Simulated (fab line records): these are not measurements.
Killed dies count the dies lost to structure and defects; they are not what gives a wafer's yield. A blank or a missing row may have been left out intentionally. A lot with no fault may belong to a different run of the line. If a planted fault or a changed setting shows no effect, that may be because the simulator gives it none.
fab line records ; flow n5_finfet
record: lots: 13; wafers: 37; last_day: 19
route steps=1938 shown BEOL_M5@1166 TV_OPEN@1889 PASSIVATION@1926
lots with no fault: from the same line, run without faults
start_h: the number of hours between the record's first day and the start of the first shown wafer of the lot ; wait_h: how many hours have passed since the lot's step before this one ; " unchanged from the row above ; L1.1+2: a single row standing in for several wafers ; - no value present, or no start provided ; * or withheld: withheld ; < > ~ a bound
route shown NAME@n: a module of which the file shows steps, and the number in the route of the first ; usual: mean/standard deviation of fault-free wafers ; same: alike in all rows ; chamber/n: place in a boat ; sites: per-site readings ; _std_site: standard deviation across them ; _edge_site: mean of outer sites minus mean of inner sites ; radius_mm: how far each site lies from the wafer's centre ; mask NAME#n: copy n ; behind: the tool/chamber that last shaped the wafer ; hold: why the lot was held/for how many hours/how that ended ; device: which transistor (n, p or np) failed to switch ; end of line: the tests these same wafers got at the end of their route ; a step with no rows: only its recipe ; killed: at the first sort, the dies lost to defects and structure; wafer yield is something else ; map: a wafer's dies, marking killed ones x, the rest . and places with no die _
set.NAME: setting as actually run; set.NAME@STEP: the setting as run at that earlier step ; model.NAME: the simulator's own value behind a step, which no gauge read
route steps across a sampled set of lots; one table per step, one row per wafer
services: the hour from which a tool's chamber was out of use, counted from the record's first day as start_h (under 0 if before that day), plus the number of hours and why
== steps ==
step: N5_BEOL_M5_PRECLEAN_42
recipe: chemistry: residue_remover; time_s: 60; temp_c: 40
same: time_s: 60
lot.wafer;tool;chamber;start_h;wait_h
L621.1+3;wet_bench-02;7,6;171.00;0.0
L622.1+2+5;wet_bench-03;6,1,7;179.65;0.0
L624.1+2+5;wet_bench-03;4,0,1;185.06;0.0
L630.1+4+6;wet_bench-03;5,2,1;221.70;0.0
L633.1+2+6;wet_bench-05;5,3,1;250.66;0.0
L634.4+5+6;wet_bench-02;6,2,7;256.88;0.0
L638.2+4;wet_bench-03;6,2;274.26;0.0
L639.1+2+6;wet_bench-05;0,3,5;299.93;0.0
L640.3+5+6;wet_bench-02;0,7,1;318.00;0.0
L643.2+5+6;wet_bench-03;6,7,5;324.53;0.0
L641.1+4+5;wet_bench-02;1,2,4;324.81;0.0
L644.1+3+6;wet_bench-02;7,5,0;339.28;0.0
L642.2+3+6;wet_bench-05;1,2,6;349.23;0.0
step: N5_PASSIVATION_STRIP_14
recipe: chemistry: O2; power_w: 600; temp_c: 60; pressure_mtorr: 30; rf_frequency_hz: 6e+07; bias_power_w: 0; overash_fraction: 0.5; o2_flow_sccm: 225
usual: drypump_motor_current_A: 5.5/0.51; oes_product_au: 0.78/0.069; rf_vpp_V: 3.7/0.89; showerhead_plenum_p_Torr: 2.10/0.056; throttle_valve_pct: 16.72/0.24
lot.wafer;tool;chamber;start_h;wait_h;drypump_motor_current_A;oes_product_au;rf_hours_counter_h;rf_vpp_V;showerhead_plenum_p_Torr;throttle_valve_pct
L621.1;rie_diel-06;3;259.31;0.1;6.3;0.89;29;2.9;2.04;16.42
L621.3;rie_diel-06;1;259.31;0.1;5.5;0.73;199;2.4;2.17;16.91
L622.1;rie_diel-02;2;264.58;0.1;6.4;0.90;33;2.7;2.15;16.60
L622.2;rie_diel-02;1;264.58;0.1;5.7;0.76;166;3.6;2.09;16.64
L622.5;rie_diel-02;2;264.58;0.1;6.3;0.92;-;3.2;2.15;16.60
L624.1;rie_diel-04;0;272.66;0.1;5.1;0.76;121;5.1;2.09;16.63
L624.2;rie_diel-04;1;272.66;0.1;6.1;0.72;196;2.7;2.19;16.72
L624.5;rie_diel-04;3;272.66;0.1;5.3;0.80;-;3.5;2.14;16.72
L630.1;rie_diel-04;1;312.35;0.1;6.2;0.72;207;3.6;2.18;16.77
L630.4;rie_diel-04;2;312.35;0.1;5.0;0.80;113;5.0;2.03;16.80
L630.6;rie_diel-04;2;312.35;0.1;4.9;0.80;-;3.1;2.03;16.83
L633.1;rie_diel-04;0;339.36;0.1;5.1;0.75;137;4.0;2.09;16.67
L633.2;rie_diel-04;3;339.36;0.1;5.3;0.79;98;4.5;2.14;16.80
L633.6;rie_diel-04;2;339.36;0.1;5.0;0.80;-;5.1;2.02;16.85
L634.4;rie_diel-02;1;344.74;0.1;5.7;0.74;188;4.5;2.08;16.69
L634.5;rie_diel-02;0;344.74;0.1;5.3;0.69;-;4.7;2.07;17.02
L634.6;rie_diel-02;3;344.74;0.1;5.0;0.71;-;4.8;2.17;16.64
L638.2;rie_diel-06;0;371.45;0.1;4.9;0.88;28;2.4;2.05;16.11
L638.4;rie_diel-06;1;371.45;0.1;5.5;0.71;226;3.3;2.16;16.99
L639.1;rie_diel-04;2;393.71;0.1;5.0;0.79;133;3.4;2.02;16.88
L639.2;rie_diel-04;1;393.71;0.1;6.1;0.70;227;2.4;2.17;16.78
L639.6;rie_diel-04;2;393.71;0.1;5.0;0.79;-;4.1;2.02;16.88
L640.3;rie_diel-06;0;414.62;0.1;4.9;0.86;39;4.0;2.04;16.08
L640.5;rie_diel-06;2;414.62;0.1;5.8;0.70;-;2.6;2.09;17.15
L640.6;rie_diel-06;3;414.62;0.1;6.3;0.83;-;4.3;2.03;16.51
L641.1;rie_diel-06;2;425.13;0.1;5.8;0.70;230;4.0;2.08;17.16
L641.4;rie_diel-06;3;425.13;0.1;6.3;0.83;72;3.6;2.03;16.55
L641.5;rie_diel-06;0;425.13;0.1;4.9;0.85;-;4.5;2.04;16.14
L643.2;rie_diel-04;2;429.92;0.1;4.9;0.79;142;3.3;2.01;16.88
L643.5;rie_diel-04;2;429.92;0.1;5.0;0.77;-;2.5;2.02;16.87
L643.6;rie_diel-04;3;429.92;0.1;5.3;0.77;-;4.8;2.13;16.79
L644.1;rie_diel-04;1;455.09;0.1;6.2;0.68;246;4.8;2.17;16.80
L644.3;rie_diel-04;2;455.09;0.1;5.0;0.78;152;5.0;2.01;16.90
L644.6;rie_diel-04;2;455.09;0.1;5.0;0.77;-;5.3;2.01;16.94
L642.2;rie_diel-02;2;460.02;0.1;6.4;0.83;83;3.9;2.13;16.71
L642.3;rie_diel-02;0;460.02;0.1;5.3;0.90;31;2.7;2.06;16.53
L642.6;rie_diel-02;1;460.02;0.1;5.7;0.71;-;2.4;2.07;16.75
step: N5_PASSIVATION_OVL_MEAS_66
recipe: points_per_wafer: 44
usual: PASS_OPEN_OVL: -3/5.5
lot.wafer;tool;chamber;start_h;wait_h;PASS_OPEN_OVL[nm]
L621.1;overlay-01;0;262.36;0.0;-7
L621.3;overlay-01;0;262.36;0.0;-12
L622.1;overlay-01;0;267.82;0.0;-13
L622.2;overlay-01;0;267.82;0.0;-4
L622.5;overlay-01;0;267.82;0.0;-6
L624.1;overlay-01;0;276.07;0.0;-1
L624.2;overlay-01;0;276.07;0.0;1
L624.5;overlay-01;0;276.07;0.0;-2
L630.1;overlay-02;0;315.92;0.0;-7
L630.4;overlay-02;0;315.92;0.0;-2
L630.6;overlay-02;0;315.92;0.0;-12
L633.1;overlay-01;0;342.35;0.0;-3
L633.2;overlay-01;0;342.35;0.0;1
L633.6;overlay-01;0;342.35;0.0;-1
L634.4;overlay-02;0;348.30;0.0;0
L634.5;overlay-02;0;348.30;0.0;-3
L634.6;overlay-02;0;348.30;0.0;5
L638.2;overlay-02;0;375.06;0.0;-3
L638.4;overlay-02;0;375.06;0.0;4
L639.1;overlay-02;0;399.34;0.0;-4
L639.2;overlay-02;0;399.34;0.0;6
L639.6;overlay-02;0;399.34;0.0;5
L640.3;overlay-01;0;417.95;0.0;-6
L640.5;overlay-01;0;417.95;0.0;-5
L640.6;overlay-01;0;417.95;0.0;-2
L641.1;overlay-02;0;428.49;0.0;5
L641.4;overlay-02;0;428.49;0.0;7
L641.5;overlay-02;0;428.49;0.0;-2
L643.2;overlay-02;0;434.30;0.0;-2
L643.5;overlay-02;0;434.30;0.0;-4
L643.6;overlay-02;0;434.30;0.0;-7
L644.1;overlay-02;0;458.44;0.0;3
L644.3;overlay-02;0;458.44;0.0;-3
L644.6;overlay-02;0;458.44;0.0;6
L642.2;overlay-02;0;463.40;0.0;6
L642.3;overlay-02;0;463.40;0.0;2
L642.6;overlay-02;0;463.40;0.0;1
step: N5_PASSIVATION_PROBE_49
usual: defect_limited_yield: 91.3/1.7; killed_at_M0_to_M3: 33/9.9; killed_at_M4_up: 14/6.4; killed_at_contacts: 12/7; killed_at_front_end: 41/13; killed_at_other: 3.1/2.9; killed_dies: 103/20; killed_on_rim: 13/4; killed_open: 67/14; killed_short: 34/9.4; sort_bin_4_leakage: 0.03/0.24; sort_bin_5_function: 5.1/1.1; sort_bin_6_memory: 3.2/0.79; sort_bin_8_speed: 0.02/0.15; sort_n_pass: 1077/21; sort_yield_pct: 91.2/1.7
same: gross_dies: 1180; killed_at_back_side: 0
lot.wafer;tool;chamber;start_h;wait_h;defect_limited_yield[%];killed_at_M0_to_M3;killed_at_M4_up;killed_at_contacts;killed_at_front_end;killed_at_other;killed_dies;killed_on_rim;killed_open;killed_short;sort_bin_4_leakage[%];sort_bin_5_function[%];sort_bin_6_memory[%];sort_bin_8_speed[%];sort_n_pass;sort_yield_pct[%]
L624.2;prober-02;-;279.22;0.1;89.9;48;14;2;51;4;119;8;78;41;0;6.0;3.9;0;1061;89.9
L630.1;prober-01;-;319.02;0.0;83.8;29;105;9;47;1;191;30;73;26;0;9.7;4.6;0;989;83.8
L630.4;prober-01;-;319.17;0.2;92.1;32;13;3;42;3;93;10;62;31;0;4.7;3.1;0;1087;92.1
L630.6;prober-01;-;319.27;0.3;92.8;14;16;5;48;2;85;14;55;30;0;3.9;3.1;0;1095;92.8
L638.4;prober-02;-;378.35;0.2;90.6;34;16;7;44;10;111;14;69;38;0;5.0;3.9;0;1069;90.6
L643.2;prober-01;-;437.73;0.1;92.0;21;13;7;53;0;94;9;68;26;0;4.3;3.6;0;1086;92.0
L643.5;prober-01;-;437.88;0.2;89.8;37;8;11;60;4;120;12;85;34;0;6.2;3.8;0;1060;89.8
L643.6;prober-01;-;437.93;0.3;87.3;64;15;12;57;2;150;17;97;50;0;7.8;4.8;0;1030;87.3
killed by level:class
L624.2 STI_FIN_REVEAL:geometric_particle:open=23 BEOL_M0_SAQP:geometric_particle:open=15 BEOL_M0_SAQP:geometric_particle:short=11 STI_FIN_REVEAL:geometric_particle:short=7 BEOL_M1:geometric_particle:open=6 BEOL_M4:geometric_particle:open=6 GATE_CUT:geometric_particle:short=5 FIN_SAQP:geometric_particle:short=4
L630.1 BEOL_M5:unspecified=90 FIN_SAQP:geometric_particle:short=14 FIN_SAQP:geometric_particle:open=14 BEOL_M1:geometric_particle:open=11 MOL_CONTACT_COAG:geometric_particle:open=7 DUMMY_GATE:geometric_particle:open=4 STARTING-WAFER:geometric_particle:open=4 BEOL_M0_SAQP:geometric_particle:open=4
L630.4 FIN_SAQP:geometric_particle:open=16 FIN_SAQP:geometric_particle:short=12 BEOL_M2:geometric_particle:open=7 BEOL_M3:geometric_particle:open=7 BEOL_M0_SAQP:geometric_particle:open=6 BEOL_M4:geometric_particle:open=4 GATE_CUT:geometric_particle:short=3 MOL_CONTACT_COAG:geometric_particle:open=3
L630.6 FIN_SAQP:geometric_particle:open=14 FIN_SAQP:geometric_particle:short=10 STI_FIN_REVEAL:geometric_particle:open=6 BEOL_M4:geometric_particle:open=6 BEOL_M5:geometric_particle:open=5 GATE_CUT:geometric_particle:open=4 GATE_CUT:geometric_particle:short=4 MOL_CONTACT_COAG:geometric_particle:open=4
L638.4 FIN_SAQP:geometric_particle:short=15 BEOL_M0_SAQP:geometric_particle:open=10 FIN_SAQP:geometric_particle:open=7 STI_FIN_REVEAL:geometric_particle:open=7 MOL_CONTACT_COAG:geometric_particle:open=7 BEOL_M0_SAQP:geometric_particle:short=7 BEOL_M4:geometric_particle:open=7 BEOL_M3:geometric_particle:open=6
L643.2 STI_FIN_REVEAL:geometric_particle:open=10 FIN_SAQP:geometric_particle:short=9 FIN_SAQP:geometric_particle:open=9 MOL_CONTACT_COAG:geometric_particle:open=7 BEOL_M0_SAQP:geometric_particle:open=7 DUMMY_GATE:geometric_particle:open=6 BEOL_M0_SAQP:geometric_particle:short=4 STARTING-WAFER:geometric_particle:short=3
L643.5 STI_FIN_REVEAL:geometric_particle:open=27 BEOL_M0_SAQP:geometric_particle:short=15 MOL_CONTACT_COAG:geometric_particle:open=10 STARTING-WAFER:geometric_particle:open=8 BEOL_M0_SAQP:geometric_particle:open=7 FIN_SAQP:geometric_particle:short=6 BEOL_M0:geometric_particle:open=6 FIN_SAQP:geometric_particle:open=5
L643.6 BEOL_M0_SAQP:geometric_particle:short=23 BEOL_M0_SAQP:geometric_particle:open=20 STI_FIN_REVEAL:geometric_particle:open=17 FIN_SAQP:geometric_particle:open=14 BEOL_M2:geometric_particle:open=11 MOL_CONTACT_COAG:geometric_particle:open=10 FIN_SAQP:geometric_particle:short=8 BEOL_M5:geometric_particle:open=6
== services ==
tool;chamber;start_h;hours;kind
rie_diel-06;-;177.84;0.6;repair
rie_diel-04;0;185.19;4.0;repair
rie_diel-06;3;235.37;2.3;repair
rie_diel-06;0;244.91;-;clean
rie_diel-06;0;244.91;-;consumable_replace:focus_ring
rie_diel-06;0;244.91;17.9;scheduled_down
rie_diel-06;1;295.74;3.9;repair
rie_diel-06;1;303.97;8.4;repair
wet_bench-03;-;336.96;4.6;repair
rie_diel-06;0;337.93;3.2;repair
rie_diel-04;3;342.35;3.4;repair
rie_diel-02;3;347.28;2.8;repair
rie_diel-04;0;359.94;1.7;repair
rie_diel-04;3;395.94;23.0;repair
wet_bench-02;-;402.57;12.0;repair
rie_diel-04;-;403.75;0.9;repair
rie_diel-04;0;409.11;3.8;repair
rie_diel-04;-;413.19;2.8;pm
wet_bench-03;-;421.44;1.9;pm
rie_diel-04;2;426.35;1.6;repair
rie_diel-06;-;432.98;2.1;repair
rie_diel-02;2;440.36;18.8;repair
wet_bench-03;-;451.63;3.7;repair
rie_diel-04;3;452.49;11.0;repair
== key ==
first_sign: step: N5_PASSIVATION_PROBE_49; reading: killed_at_M4_up; direction: up; sigmas: 14; usual: 14; struck: 105
effect: step: N5_PASSIVATION_PROBE_49; reading: defect_limited_yield; direction: down; sigmas: 4.3; usual: 91.3; struck: 83.8
more_kills_born_at: N5_BEOL_M5_PRECLEAN_42@wet_bench-03: 90
met_at N5_BEOL_M5_PRECLEAN_42
struck_lots L630
struck_wafers L630.1
not_acting_at N5_PASSIVATION_STRIP_14,N5_PASSIVATION_OVL_MEAS_66
fault: kind: chamber_particle_source; tool: wet_bench-03; chamber: 5; onset_h: 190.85; steps: N5_BEOL_M5_PRECLEAN_42; rate_per_visit_cm2: 0.63637; end_h: 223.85
